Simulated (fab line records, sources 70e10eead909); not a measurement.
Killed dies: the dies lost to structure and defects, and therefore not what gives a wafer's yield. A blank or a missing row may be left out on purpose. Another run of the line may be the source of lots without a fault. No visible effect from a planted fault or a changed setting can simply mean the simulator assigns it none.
Chamber matching || flow nand harc || pecvd-02 running NHARC_A_STAIRCASE_DEP_322: 3 sister chambers
The step deposits SiO2, target thk 3800 nm. 16 wafers are shown with their chamber, then 8 later ones without.

== WAFERS WITH THEIR CHAMBER ==
{"wafer": "L075.1", "chamber": 0, "heater power w (W)": 838, "mfc precursor sccm (sccm)": 198.9}
{"wafer": "L075.2", "chamber": 2, "heater power w (W)": 727, "mfc precursor sccm (sccm)": 200.6}
{"wafer": "L075.3", "chamber": 1, "heater power w (W)": 725, "mfc precursor sccm (sccm)": 200.5}
{"wafer": "L077.1", "chamber": 0, "heater power w (W)": 911, "mfc precursor sccm (sccm)": 199.9}
{"wafer": "L077.3", "chamber": 2, "heater power w (W)": 678, "mfc precursor sccm (sccm)": 200.1}
{"wafer": "L077.6", "chamber": 1, "heater power w (W)": 646, "mfc precursor sccm (sccm)": 199.9}
{"wafer": "L086.3", "chamber": 2, "heater power w (W)": 726, "mfc precursor sccm (sccm)": 201.8}
{"wafer": "L086.4", "chamber": 0, "heater power w (W)": 838, "mfc precursor sccm (sccm)": 199.4}
{"wafer": "L086.6", "chamber": 2, "heater power w (W)": 647, "mfc precursor sccm (sccm)": 200.8}
{"wafer": "L088.1", "chamber": 0, "heater power w (W)": 951, "mfc precursor sccm (sccm)": 199.7}
{"wafer": "L088.2", "chamber": 1, "heater power w (W)": 787, "mfc precursor sccm (sccm)": 200.2}
{"wafer": "L088.4", "chamber": 1, "heater power w (W)": 637, "mfc precursor sccm (sccm)": 200.5}
{"wafer": "L093.2", "chamber": 2, "heater power w (W)": 784, "mfc precursor sccm (sccm)": 199.0}
{"wafer": "L093.3", "chamber": 0, "heater power w (W)": 827, "mfc precursor sccm (sccm)": 199.3}
{"wafer": "L093.6", "chamber": 2, "heater power w (W)": 643, "mfc precursor sccm (sccm)": 199.4}
{"wafer": "L094.2", "chamber": 0, "heater power w (W)": 888, "mfc precursor sccm (sccm)": 199.8}

SIGNATURES (means of the wafers above)
{"reading": "heater power w", "chamber 0": 875.50, "chamber 1": 698.75, "chamber 2": 700.83, "scatter within a chamber": 57.1}
{"reading": "mfc precursor sccm", "chamber 0": 199.500, "chamber 1": 200.275, "chamber 2": 200.283, "scatter within a chamber": 0.684}
Rule: distance of a wafer from a chamber = root of the sum over the readings of ((wafer's reading minus chamber's mean) / reading's scatter) squared. If the next closest chamber is less than 2 further off than the closest, the wafer can't be placed; otherwise it belongs to the closest. The scatter: the root of (the sum of the squares of (reading less its chamber's mean) over the shown wafers, divided by (wafers less chambers)).

== WAFERS WITHOUT THEIR CHAMBER ==
{"wafer": "L094.3", "heater power w (W)": 725, "mfc precursor sccm (sccm)": 200.1}
{"wafer": "L094.5", "heater power w (W)": 795, "mfc precursor sccm (sccm)": 199.1}
{"wafer": "L095.1", "heater power w (W)": 955, "mfc precursor sccm (sccm)": 200.3}
{"wafer": "L095.2", "heater power w (W)": 743, "mfc precursor sccm (sccm)": 200.5}
{"wafer": "L095.4", "heater power w (W)": 643, "mfc precursor sccm (sccm)": 199.0}
{"wafer": "L097.1", "heater power w (W)": 662, "mfc precursor sccm (sccm)": 199.0}
{"wafer": "L097.2", "heater power w (W)": 797, "mfc precursor sccm (sccm)": 200.5}
{"wafer": "L097.5", "heater power w (W)": 809, "mfc precursor sccm (sccm)": 199.6}

== EACH ONE'S CHAMBER ==
{"wafer": "L094.3", "from the rows above": "can't be placed: 2 or 1", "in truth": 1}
{"wafer": "L094.5", "from the rows above": "can't be placed: 0 or 2 or 1", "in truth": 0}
{"wafer": "L095.1", "from the rows above": 0, "in truth": 0}
{"wafer": "L095.2", "from the rows above": "can't be placed: 2 or 1 or 0", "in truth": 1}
{"wafer": "L095.4", "from the rows above": "can't be placed: 1 or 2", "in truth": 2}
{"wafer": "L097.1", "from the rows above": "can't be placed: 1 or 2 or 0", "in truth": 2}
{"wafer": "L097.2", "from the rows above": "can't be placed: 2 or 1 or 0", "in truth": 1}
{"wafer": "L097.5", "from the rows above": "can't be placed: 0 or 2 or 1", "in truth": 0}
Correct placement for 1 of the 8. Not placeable from these rows: 7 (in 7, the candidates include the true chamber). 0 placed wrongly.
